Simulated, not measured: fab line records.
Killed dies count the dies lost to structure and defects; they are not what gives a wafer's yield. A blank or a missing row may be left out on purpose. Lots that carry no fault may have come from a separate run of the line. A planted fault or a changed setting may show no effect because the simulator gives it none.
fab line records | flow n5-finfet
record: lots: 7 wafers: 21
route steps=1938 shown ZERO_LAYER@9 FIN_SAQP@100 FIN_CUT@154 SD_EPI_N@275
start-h: the number of hours between the record's first day and the start of the first shown wafer of the lot | wait-h: hours from the lot's prior step to this one | " same as the row above | L1.1+2: a single row standing in for several wafers | - no value, or no start was given | * or withheld: withheld | < > ~ a bound
route shown NAME@n: a module of which the file shows steps, and the number in the route of the first | usual: mean and standard deviation over wafers with no fault | same: alike in all rows | chamber/n: place in a boat | sites: readings site by site | _std_site: standard deviation across them | _edge_site: mean of outer sites minus mean of inner sites | radius-mm: for every site, how far away it sits from the centre of the wafer | mask NAME#n: copy n | behind: the tool/chamber that last shaped the wafer | hold: cause of the lot's hold/its duration in hours/its outcome | device: names the non-switching transistor (n, p or np) | end of line: tests run on the same wafers once the route is complete | step lacking rows: just its recipe | killed: count of dies lost to structure and defects at first sort (not the wafer's yield) | map: dies across one wafer; x = killed, . = not, _ = none there
set.NAME: the setting that was run; set.NAME@STEP: the one run at that earlier step | model.NAME: the simulator's own value behind a step, which no gauge read
lots with deliberately changed settings; one table per step, one row per wafer
== steps ==
step: N5_ZERO_LAYER_EXPOSE_08
recipe: mask-id: ZERO na: 0.55 source-shape: conventional sigma-outer: 0.8 polarization: unpolarized defocus-nm: 0 target-cd-nm: 2000 dose-mj: 16.2
columns lot.wafer tool chamber start-h wait-h mask set.dose-mj
L075.1 krf-scanner-01 0 18.46 - ZERO#0 16.64
L075.2+3 " 0 " " ZERO#0 16.2
L076.1+4+5 krf-scanner-01 0 24.49 - ZERO#0 16.2
L085.1+3+6 krf-scanner-01 0 78.61 - ZERO#0 16.2
L087.1+2+3 krf-scanner-02 0 90.62 - ZERO#0 16.2
L089.4+6 krf-scanner-01 0 102.62 - ZERO#0 17.29
L089.5 " 0 " " ZERO#0 16.2
L090.1+5 krf-scanner-02 0 108.59 - ZERO#0 16.2
L090.2 " 0 " " ZERO#0 15.56
L091.3+4 krf-scanner-01 0 114.60 - ZERO#0 16.82
L091.5 " 0 " " ZERO#0 16.2
step: N5_ZERO_LAYER_DEVELOP_10
recipe: develop-time-s: 60 rinse-liquid: diw dry: air-spin dev-temp-c: 21
columns lot.wafer tool chamber start-h wait-h set.develop-time-s
L075.1+2+3 litho-track-04 0 - - 54.47
L076.1+4+5 litho-track-03 0 - - 60
L085.1 litho-track-04 0 - - 60
L085.3+6 " 0 " " 53.02
L087.1+2+3 litho-track-01 0 - - 60
L089.4+5 litho-track-03 0 - - 60
L089.6 " 0 " " 71.15
L090.1+5 litho-track-03 0 - - 60
L090.2 " 0 " " 52.18
L091.3 litho-track-03 0 - - 49.08
L091.4+5 " 0 " " 60
step: N5_ZERO_LAYER_HARDBAKE_23
recipe: temp-c: 130 time-s: 120
step: N5_ZERO_LAYER_CD_MEAS_11
recipe: target-cd-nm: 2000 landing-energy-ev: 500 detector: se-inlens
usual: cd-nm: 1999.4/1.3
columns lot.wafer tool chamber start-h wait-h set.dose-mj@ZERO_LAYER_EXPOSE_08 cd-nm
L075.1 cd-sem-02 0 18.64 - 16.64 2004.6
L075.2 " 0 " " 16.2 1999.2
L075.3 " 0 " " 16.2 1997.4
L076.1 cd-sem-03 0 24.66 - 16.2 1999.7
L076.4 " 0 " " 16.2 2000.8
L076.5 " 0 " " 16.2 1999.3
L085.1 cd-sem-02 0 78.79 - 16.2 1998.2
L085.3 " 0 " " 16.2 1995.4
L085.6 " 0 " " 16.2 1996.0
L087.1 cd-sem-03 0 90.80 - 16.2 2000.1
L087.2 " 0 " " 16.2 1998.4
L087.3 " 0 " " 16.2 1999.0
L089.4 cd-sem-02 0 102.78 - 17.29 2014.4
L089.5 " 0 " " 16.2 2001.6
L089.6 " 0 " " 17.29 2018.1
L090.1 cd-sem-02 0 108.77 - 16.2 2000.4
L090.2 " 0 " " 15.56 1988.6
L090.5 " 0 " " 16.2 1999.3
L091.3 cd-sem-02 0 114.77 - 16.82 2004.3
L091.4 " 0 " " 16.82 2008.2
L091.5 " 0 " " 16.2 2000.0
step: N5_ZERO_LAYER_DESCUM_16
recipe: chemistry: O2 time-s: 7.9 source-power-w: 50 bias-power-w: 20 pressure-mtorr: 20 rf-frequency-hz: 2.712e+07 temp-c: 40 o2-flow-sccm: 225
columns lot.wafer tool chamber start-h wait-h set.dose-mj@ZERO_LAYER_EXPOSE_08 set.develop-time-s@ZERO_LAYER_DEVELOP_10 model.ZERO_LAYER.cd-nm
L075.1 rie-diel-05 2 20.25 1.6 16.64 54.47 2005
L075.2 " 1 " " 16.2 54.47 1999
L075.3 " 3 " " 16.2 54.47 1998
L076.1+4 rie-diel-05 0,2 25.34 0.7 16.2 60 2000
L076.5 " 0 " " 16.2 60 1999
L085.1 rie-diel-03 1 78.83 0.0 16.2 60 1998
L085.3 " 0 " " 16.2 53.02 1995
L085.6 " 0 " " 16.2 53.02 1996
L087.1 rie-diel-02 1 90.83 0.0 16.2 60 2000
L087.2+3 " 3,2 " " 16.2 60 1999
L089.4 rie-diel-02 0 102.91 0.1 17.29 60 -
L089.5 " 3 " " 16.2 60 -
L089.6 " 2 " " 17.29 71.15 2018
L090.1 rie-diel-03 3 108.89 0.1 16.2 60 2000
L090.2 " 1 " " 15.56 52.18 1989
L090.5 " 3 " " 16.2 60 -
L091.3 rie-diel-02 2 114.80 0.0 16.82 49.08 2004
L091.4 " 3 " " 16.82 60 2009
L091.5 " 2 " " 16.2 60 2000
step: N5_ZERO_LAYER_ETCH_17
recipe: chemistry: CF4 target: SiO2 target-depth-a: 120 time-s: 13.3 ion-energy-ev: 350 pressure-mtorr: 40 source-w: 450 bias-w: 215 Ar_flow_sccm: 100 cf4-flow-sccm: 100
columns lot.wafer tool chamber start-h wait-h set.dose-mj@ZERO_LAYER_EXPOSE_08 model.ZERO_LAYER.cd-nm
L075.1 rie-diel-05 2 20.29 0.0 16.64 2005
L075.2 " 1 " " 16.2 1999
L075.3 " 3 " " 16.2 1998
L076.1+4 rie-diel-05 0,2 25.37 0.0 16.2 2000
L076.5 " 0 " " 16.2 1999
L085.1 rie-diel-03 1 78.86 0.0 16.2 1998
L085.3 " 0 " " 16.2 1995
L085.6 " 0 " " 16.2 1996
L087.1 rie-diel-02 1 90.87 0.0 16.2 2000
L087.2+3 " 3,2 " " 16.2 1999
L089.4 rie-diel-02 0 102.94 0.0 17.29 -
L089.5 " 3 " " 16.2 2002
L089.6 " 2 " " 17.29 2018
L090.1+5 rie-diel-03 3 108.93 0.0 16.2 2000
L090.2 " 1 " " 15.56 1989
L091.3 rie-diel-02 2 114.84 0.0 16.82 2004
L091.4 " 3 " " 16.82 2009
L091.5 " 2 " " 16.2 2000
step: N5_FIN_SAQP_PECVD_06
recipe: material: a-Si target-thk-a: 600 temp-c: 400 precursor: SiH4/He pressure-torr: 3 rf-w: 100 time-s: 48.1
columns lot.wafer tool chamber start-h wait-h set.time-s model.a-Si_of_FIN_SAQP_PECVD_06.thk-nm
L075.1 pecvd-02 0 29.52 0.0 43.53 53.18
L075.2 " 2 " " 43.53 53.12
L075.3 " 2 " " 48.1 59.99
L076.1 pecvd-02 2 34.02 0.0 48.1 58.64
L076.4 " 2 " " 48.1 58.85
L076.5 " 2 " " 48.1 59.63
L085.1 pecvd-03 0 86.92 0.0 48.1 59.61
L085.3 " 0 " " 48.1 60.26
L085.6 " 2 " " 48.1 61.17
L087.1 pecvd-03 2 99.05 0.0 48.1 58.74
L087.2 " 1 " " 48.1 57.56
L087.3 " 0 " " 50.41 61.41
L089.4 pecvd-01 1 111.05 0.0 48.1 59.93
L089.5 " 2 " " 48.1 60.07
L089.6 " 0 " " 48.1 60.48
L090.1 pecvd-03 0 117.13 0.0 45.33 55.29
L090.2 " 1 " " 45.33 56.73
L090.5 " 2 " " 45.33 57.82
L091.3 pecvd-01 0 122.67 0.0 55 68.23
L091.4 " 1 " " 48.1 59.91
L091.5 " 2 " " 55 67.93
step: N5_FIN_SAQP_THK_MEAS_07
usual: thk-nm: 59.6/0.79
columns lot.wafer tool chamber start-h wait-h set.time-s@FIN_SAQP_PECVD_06 thk-nm
L075.1 film-metro-01 - 29.64 0.1 43.53 53.2
L075.2 " - " " 43.53 53.1
L075.3 " - " " 48.1 60.0
L076.1 film-metro-02 - 34.14 0.1 48.1 58.6
L076.4 " - " " 48.1 58.9
L076.5 " - " " 48.1 59.6
L085.1 film-metro-01 - 87.03 0.1 48.1 59.6
L085.3 " - " " 48.1 60.2
L085.6 " - " " 48.1 61.2
L087.1 film-metro-02 - 99.14 0.1 48.1 58.7
L087.2 " - " " 48.1 57.6
L087.3 " - " " 50.41 61.4
L089.4 film-metro-01 - 111.11 0.0 48.1 59.9
L089.5 " - " " 48.1 60.1
L089.6 " - " " 48.1 60.5
L090.1 film-metro-01 - 117.22 0.1 45.33 55.3
L090.2 " - " " 45.33 56.8
L090.5 " - " " 45.33 57.9
L091.3 film-metro-01 - 122.76 0.1 55 68.2
L091.4 " - " " 48.1 59.9
L091.5 " - " " 55 67.9
step: N5_FIN_SAQP_HM_DEP_72
recipe: material: SiO2 target-thk-a: 120 temp-c: 400 precursor: SiH4/N2O pressure-torr: 0.75 rf-w: 275 time-s: 7.2
step: N5_FIN_SAQP_COAT_49
recipe: resist: SOC temp-c: 250 time-s: 60 spin-rpm: 1500 resist-thk-nm: 100
step: N5_FIN_SAQP_HM_OPEN_73
recipe: chemistry: CHF3/O2 target: SiO2 stop-on: a-Si target-depth-a: 120 over-etch-frac: 1.8 mask-material: SOC time-s: 16.8 pressure-mtorr: 30 source-w: 650 bias-w: 170 Ar_flow_sccm: 200 CHF3_flow_sccm: 50 O2_flow_sccm: 5 ion-energy-ev: 200 ends: end-point
step: N5_FIN_SAQP_STRIP_74
recipe: chemistry: CHF3/O2 resist: SiARC rf-frequency-hz: 6e+07
step: N5_FIN_SAQP_MANDREL_ETCH_22
recipe: target-depth-a: 600 chemistry: HBr/Cl2 target: a-Si stop-on: SiNx bt-time-s: 10 over-etch-frac: 0.5 time-s: 30 pressure-mtorr: 10 icp-w: 800 bias-w: 75 HBr_flow_sccm: 150 Cl2_flow_sccm: 80 ends: end-point
usual: oes-product-au: 0.764/0.011
columns lot.wafer tool chamber start-h wait-h set.time-s@FIN_SAQP_PECVD_06 oes-product-au model.etch.depth-nm
L075.1 rie-si-01 1 30.38 0.0 43.53 0.705 53.16
L075.2 " 3 " " 43.53 0.719 53.07
L075.3 " 0 " " 48.1 0.778 59.99
L076.1 rie-si-04 3 35.18 0.0 48.1 0.756 58.6
L076.4 " 1 " " 48.1 0.744 58.84
L076.5 " 2 " " 48.1 0.749 59.63
L085.1 rie-si-04 2 87.94 0.0 48.1 0.762 59.61
L085.3 " 1 " " 48.1 0.759 60.22
L085.6 " 1 " " 48.1 0.774 61.13
L087.1 rie-si-04 0 100.00 0.0 48.1 0.757 58.73
L087.2 " 3 " " 48.1 0.751 57.56
L087.3 " 1 " " 50.41 0.763 61.37
L089.4 rie-si-01 1 111.89 0.1 48.1 0.748 59.9
L089.5 " 2 " " 48.1 0.784 60.05
L089.6 " 0 " " 48.1 0.785 60.48
L090.1 rie-si-04 3 118.09 0.0 45.33 0.739 55.26
L090.2 " 2 " " 45.33 0.747 56.73
L090.5 " 2 " " 45.33 0.760 57.82
L091.3 rie-si-01 2 123.50 0.0 55 0.863 68.23
L091.4 " 1 " " 48.1 0.753 59.91
L091.5 " 2 " " 55 0.851 67.93
step: N5_FIN_CUT_COAT_18
recipe: resist: SOC temp-c: 250 time-s: 60 spin-rpm: 1500 resist-thk-nm: 230
columns lot.wafer tool chamber start-h wait-h set.spin-rpm model.SOC_of_FIN_CUT_COAT_18.thk-nm
L075.1 litho-track-04 0 34.83 0.0 1500 230.4
L075.2+3 " 0 " " 1500 229.6
L076.1 litho-track-02 0 39.46 0.0 1500 230.8
L076.4 " 0 " " 1500 230.6
L076.5 " 0 " " 1500 230.2
L085.1 litho-track-04 0 92.65 0.0 1452 234.2
L085.3 " 0 " " 1452 234.4
L085.6 " 0 " " 1500 230.2
L087.1 litho-track-04 0 105.30 0.0 1351 243.2
L087.2 " 0 " " 1351 243
L087.3 " 0 " " 1500 229.8
L089.4 litho-track-04 0 116.42 0.0 1500 230
L089.5 " 0 " " 1435 235.6
L089.6 " 0 " " 1435 235
L090.1+5 litho-track-02 0 122.41 0.0 1500 231.2
L090.2 " 0 " " 1451 235.2
L091.3 litho-track-05 0 128.09 0.0 1410 237.2
L091.4 " 0 " " 1410 237
L091.5 " 0 " " 1500 229.8
step: N5_FIN_CUT_EXPOSE_05
recipe: mask-id: FIN_CUT na: 0.33 source-shape: annular sigma-inner: 0.35 sigma-outer: 0.8 polarization: unpolarized dose-mj: 45.75
columns lot.wafer tool chamber start-h wait-h mask set.dose-mj
L075.1+3 euv-scanner-01 0 34.97 - FIN_CUT#0 47.52
L075.2 " 0 " " FIN_CUT#0 45.75
L076.1+4+5 euv-scanner-02 0 39.72 - FIN_CUT#0 45.75
L085.1 euv-scanner-01 0 92.91 - FIN_CUT#0 44.64
L085.3+6 " 0 " " FIN_CUT#0 45.75
L087.1+2+3 euv-scanner-02 0 105.44 - FIN_CUT#0 45.75
L089.4+5+6 euv-scanner-02 0 116.57 - FIN_CUT#0 45.75
L090.1+2 euv-scanner-02 0 122.54 - FIN_CUT#0 45.75
L090.5 " 0 " " FIN_CUT#0 49.07
L091.3+5 euv-scanner-01 0 128.37 - FIN_CUT#0 45.75
L091.4 " 0 " " FIN_CUT#0 47.96
step: N5_FIN_CUT_PEB_06
recipe: peb-temp-c: 100 peb-time-s: 60 resist: CAR-EUV
step: N5_FIN_CUT_DEVELOP_07
recipe: develop-time-s: 30 developer: TMAH resist: CAR-EUV rinse-liquid: surfactant-rinse dry: air-spin dev-temp-c: 23
step: N5_FIN_CUT_CD_MEAS_08
recipe: target-cd-nm: 29.1 landing-energy-ev: 500 detector: se-inlens polarity: opening
usual: cd-nm: 29.08/0.22
columns lot.wafer tool chamber start-h wait-h set.dose-mj@FIN_CUT_EXPOSE_05 cd-nm
L075.1 cd-sem-02 0 35.10 - 47.52 30.02
L075.2 " 0 " " 45.75 29.16
L075.3 " 0 " " 47.52 29.38
L076.1 cd-sem-02 0 39.85 - 45.75 29.32
L076.4 " 0 " " 45.75 29.12
L076.5 " 0 " " 45.75 29.29
L085.1 cd-sem-03 0 93.04 - 44.64 28.50
L085.3 " 0 " " 45.75 28.58
L085.6 " 0 " " 45.75 29.27
L087.1 cd-sem-01 0 105.57 - 45.75 28.97
L087.2 " 0 " " 45.75 28.92
L087.3 " 0 " " 45.75 28.75
L089.4 cd-sem-03 0 116.69 - 45.75 28.74
L089.5 " 0 " " 45.75 29.07
L089.6 " 0 " " 45.75 28.76
L090.1 cd-sem-02 0 122.68 - 45.75 29.32
L090.2 " 0 " " 45.75 29.06
L090.5 " 0 " " 49.07 30.38
L091.3 cd-sem-03 0 128.49 - 45.75 29.14
L091.4 " 0 " " 47.96 30.02
L091.5 " 0 " " 45.75 29.20
step: N5_FIN_CUT_DESCUM_13
recipe: chemistry: O2 time-s: 7 source-power-w: 50 bias-power-w: 20 pressure-mtorr: 20 rf-frequency-hz: 2.712e+07 temp-c: 40 resist: CAR-EUV o2-flow-sccm: 225
step: N5_FIN_CUT_ETCH_30
recipe: chemistry: N2/H2 target: underlayer target-depth-a: 130 mask-material: CAR-EUV time-s: 10.4 ion-energy-ev: 200 pressure-mtorr: 30 source-w: 840 bias-w: 150 n2-flow-sccm: 200 h2-flow-sccm: 200 ends: cleared
columns lot.wafer tool chamber start-h wait-h set.dose-mj@FIN_CUT_EXPOSE_05 model.FIN_CUT.cd-offset-nm
L075.1 rie-diel-05 0 35.28 0.0 47.52 0.6
L075.2 " 3 " " 45.75 0.2
L075.3 " 2 " " 47.52 0.8
L076.1 rie-diel-03 3 40.01 0.0 45.75 -0.2
L076.4+5 " 0,1 " " 45.75 0
L085.1 rie-diel-03 3 93.31 0.0 44.64 -0.6
L085.3+6 " 2 " " 45.75 0
L087.1 rie-diel-02 0 105.75 0.0 45.75 0
L087.2+3 " 3,1 " " 45.75 -0.2
L089.4+5+6 rie-diel-03 3,2,1 116.86 0.0 45.75 -0.2
L090.1 rie-diel-05 3 122.83 0.0 45.75 0.2
L090.2 " 1 " " 45.75 0
L090.5 " 1 " " 49.07 1.2
L091.3+5 rie-diel-05 0 128.65 0.0 45.75 0
L091.4 " 3 " " 47.96 0.8
step: N5_FIN_CUT_ETCH_20
recipe: chemistry: CF4 target: SiARC target-depth-a: 260 mask-material: CAR-EUV time-s: 43.3 ion-energy-ev: 80 pressure-mtorr: 40 source-w: 545 bias-w: 36 Ar_flow_sccm: 100 cf4-flow-sccm: 100 ends: cleared
columns lot.wafer tool chamber start-h wait-h set.dose-mj@FIN_CUT_EXPOSE_05 model.FIN_CUT.cd-offset-nm
L075.1+3 rie-diel-05 0,2 35.30 0.0 47.52 0.6
L075.2 " 3 " " 45.75 0
L076.1+4 rie-diel-03 3,0 40.03 0.0 45.75 -0.2
L076.5 " 1 " " 45.75 0.2
L085.1 rie-diel-03 3 93.33 0.0 44.64 -0.6
L085.3+6 " 2 " " 45.75 0
L087.1+2 rie-diel-02 0,3 105.77 0.0 45.75 0
L087.3 " 1 " " 45.75 -0.2
L089.4+5+6 rie-diel-03 3,2,1 116.89 0.0 45.75 -0.2
L090.1+2 rie-diel-05 3,1 122.85 0.0 45.75 0
L090.5 " 1 " " 49.07 1.2
L091.3 rie-diel-05 0 128.67 0.0 45.75 -0.2
L091.4 " 3 " " 47.96 0.8
L091.5 " 0 " " 45.75 0
step: N5_FIN_CUT_ETCH_21
recipe: chemistry: N2/H2 target: SOC target-depth-a: 2190 overetch-a: 438 mask-material: SiARC temp-c: 40 ion-energy-ev: 100 bias-w: 61 time-s: 523.5 pressure-mtorr: 30 source-w: 850 n2-flow-sccm: 200 h2-flow-sccm: 200
columns lot.wafer tool chamber start-h wait-h set.spin-rpm@FIN_CUT_COAT_18 model.etch.depth-nm
L075.1 rie-diel-05 0 35.33 0.0 1500 230.4
L075.2 " 3 " " 1500 229.7
L075.3 " 2 " " 1500 229.6
L076.1+4 rie-diel-03 0,3 40.07 0.0 1500 230.7
L076.5 " 0 " " 1500 230.2
L085.1 rie-diel-03 3 93.37 0.0 1452 234.3
L085.3 " 2 " " 1452 234.4
L085.6 " 2 " " 1500 230.3
L087.1 rie-diel-02 0 105.81 0.0 1351 243.2
L087.2 " 3 " " 1351 243.1
L087.3 " 1 " " 1500 229.8
L089.4 rie-diel-03 3 117.06 0.2 1500 229.9
L089.5 " 2 " " 1435 235.5
L089.6 " 1 " " 1435 234.9
L090.1 rie-diel-05 3 122.89 0.0 1500 231.3
L090.2 " 1 " " 1451 235.2
L090.5 " 1 " " 1500 231.1
L091.3 rie-diel-05 0 128.70 0.0 1410 237.3
L091.4 " 3 " " 1410 237
L091.5 " 0 " " 1500 229.8
step: N5_FIN_CUT_CUT_ETCH_15
recipe: chemistry: HBr/Cl2/O2 target: Si target-depth-a: 1000 bt-time-s: 10 mask-material: SOC time-s: 42.4 ion-energy-ev: * bias-w: * pressure-mtorr: 10 icp-w: 800 HBr_flow_sccm: 150 Cl2_flow_sccm: 80 O2_flow_sccm: 12
columns lot.wafer tool chamber start-h wait-h set.bias-w set.spin-rpm@FIN_CUT_COAT_18 model.SOC_of_FIN_CUT_COAT_18.thk-nm
L075.1 rie-si-05 0 35.87 0.1 * 1500 170
L075.2 " 1 " " * 1500 170.2
L075.3 " 2 " " * 1500 169.8
L076.1+5 rie-si-05 0,1 40.61 0.1 * 1500 169.8
L076.4 " 1 " " * 1500 170.4
L085.1 rie-si-03 3 93.91 0.1 * 1452 174.6
L085.3 " 0 " " * 1452 174.2
L085.6 " 0 " " * 1500 170.2
L087.1 rie-si-03 3 106.35 0.1 * 1351 183.6
L087.2 " 1 " " * 1351 184.6
L087.3 " 0 " " * 1500 170
L089.4 rie-si-05 3 117.47 0.0 * 1500 170
L089.5 " 2 " " * 1435 176.2
L089.6 " 1 " " * 1435 176
L090.1 rie-si-03 0 123.43 0.1 * 1500 169.4
L090.2 " 2 " " * 1451 175.4
L090.5 " 2 " " * 1500 168.6
L091.3 rie-si-03 1 129.24 0.0 * 1410 177.6
L091.4 " 2 " " * 1410 179.6
L091.5 " 3 " " * 1500 172.2
step: N5_SD_EPI_N_ETCH_35
recipe: chemistry: N2/H2 target: SOC overetch-a: 1080 mask-material: SiARC temp-c: 40 ion-energy-ev: 100 source-w: 3000 bias-w: 133 pressure-mtorr: 20 time-s: 486 n2-flow-sccm: 200 h2-flow-sccm: 200
usual: rf-vpp-V: 241.0/1.2
columns lot.wafer tool chamber start-h wait-h set.source-w rf-vpp-V model.SD_EPI_N.cd-nm model.SiARC_of_SD_EPI_N_COAT_33.thk-nm
L075.1 rie-diel-04 0 58.31 0.0 3538 226.9 122.2 17.8
L075.2 " 3 " " 3000 242.0 120.2 19.6
L075.3 " 2 " " 3538 227.1 122.6 17.2
L076.1 rie-diel-04 2 63.00 0.0 3000 242.0 120 19.8
L076.4 " 3 " " 3000 242.3 119.8 19.6
L076.5 " 0 " " 3000 239.7 120.4 20
L085.1 rie-diel-06 0 116.15 0.0 3529 227.8 123 18
L085.3 " 2 " " 3529 227.7 123 17.6
L085.6 " 1 " " 3000 240.9 121.6 19.8
L087.1 rie-diel-01 0 127.14 0.0 3154 238.1 121.6 19.4
L087.2 " 2 " " 3000 239.3 120.2 19.6
L087.3 " 3 " " 3000 240.3 120 20
L089.4 rie-diel-01 1 143.42 0.0 3263 232.8 122.2 18.4
L089.5 " 1 " " 3263 233.4 122.2 18.4
L089.6 " 0 " " 3263 236.0 122.2 18.6
L090.1 rie-diel-04 2 143.81 0.0 3000 241.3 119.8 19.8
L090.2 " 0 " " 2727 250.8 117 20.6
L090.5 " 3 " " 2727 250.8 119 20.8
L091.3 rie-diel-04 2 170.19 0.0 3000 241.0 121 19.8
L091.4 " 0 " " 3477 231.1 124.2 17.6
L091.5 " 2 " " 3000 243.0 120.8 19.8
== key ==
split: step: N5_ZERO_LAYER_EXPOSE_08 setting: dose-mj stated: 16.2 by: wafer
response: step: N5_ZERO_LAYER_CD_MEAS_11 reading: cd-nm change: +2.22 per: 1% r: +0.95
response: step: N5_ZERO_LAYER_DESCUM_16 reading: model.ZERO_LAYER.cd-nm change: +2.21 per: 1% r: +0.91
response: step: N5_ZERO_LAYER_ETCH_17 reading: model.ZERO_LAYER.cd-nm change: +2.33 per: 1% r: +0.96
split: step: N5_ZERO_LAYER_DEVELOP_10 setting: develop-time-s stated: 60 by: wafer
response: step: N5_ZERO_LAYER_DESCUM_16 reading: model.ZERO_LAYER.cd-nm slope: +0.23 per: 1% together-with: dose-mj@ZERO_LAYER_EXPOSE_08 explained: 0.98
split: step: N5_FIN_SAQP_PECVD_06 setting: time-s stated: 48.1 by: wafer
response: step: N5_FIN_SAQP_PECVD_06 reading: model.a-Si_of_FIN_SAQP_PECVD_06.thk-nm change: +0.62 per: 1% r: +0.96
response: step: N5_FIN_SAQP_THK_MEAS_07 reading: thk-nm change: * per: 1% r: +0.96
response: step: N5_FIN_SAQP_MANDREL_ETCH_22 reading: oes-product-au change: +0.00678 per: 1% r: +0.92
response: step: N5_FIN_SAQP_MANDREL_ETCH_22 reading: model.etch.depth-nm change: +0.621 per: 1% r: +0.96
split: step: N5_FIN_CUT_COAT_18 setting: spin-rpm stated: 1500 by: wafer
response: step: N5_FIN_CUT_COAT_18 reading: model.SOC_of_FIN_CUT_COAT_18.thk-nm change: -1.29 per: 1% r: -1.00
response: step: N5_FIN_CUT_ETCH_21 reading: model.etch.depth-nm change: -1.29 per: 1% r: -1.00
response: step: N5_FIN_CUT_CUT_ETCH_15 reading: model.SOC_of_FIN_CUT_COAT_18.thk-nm change: -1.37 per: 1% r: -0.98
split: step: N5_FIN_CUT_EXPOSE_05 setting: dose-mj stated: 45.75 by: wafer
response: step: N5_FIN_CUT_CD_MEAS_08 reading: cd-nm change: +0.164 per: 1% r: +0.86
response: step: N5_FIN_CUT_ETCH_30 reading: model.FIN_CUT.cd-offset-nm change: +0.157 per: 1% r: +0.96
response: step: N5_FIN_CUT_ETCH_20 reading: model.FIN_CUT.cd-offset-nm change: +0.174 per: 1% r: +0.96
split: step: N5_FIN_CUT_CUT_ETCH_15 setting: bias-w stated: * by: wafer
response none clear
split: step: N5_SD_EPI_N_ETCH_35 setting: source-w stated: 3000 by: wafer
response: step: N5_SD_EPI_N_ETCH_35 reading: rf-vpp-V change: -0.773 per: 1% r: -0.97
response: step: N5_SD_EPI_N_ETCH_35 reading: model.SD_EPI_N.cd-nm change: +0.141 per: 1% r: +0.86
response: step: N5_SD_EPI_N_ETCH_35 reading: model.SiARC_of_SD_EPI_N_COAT_33.thk-nm change: -0.119 per: 1% r: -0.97
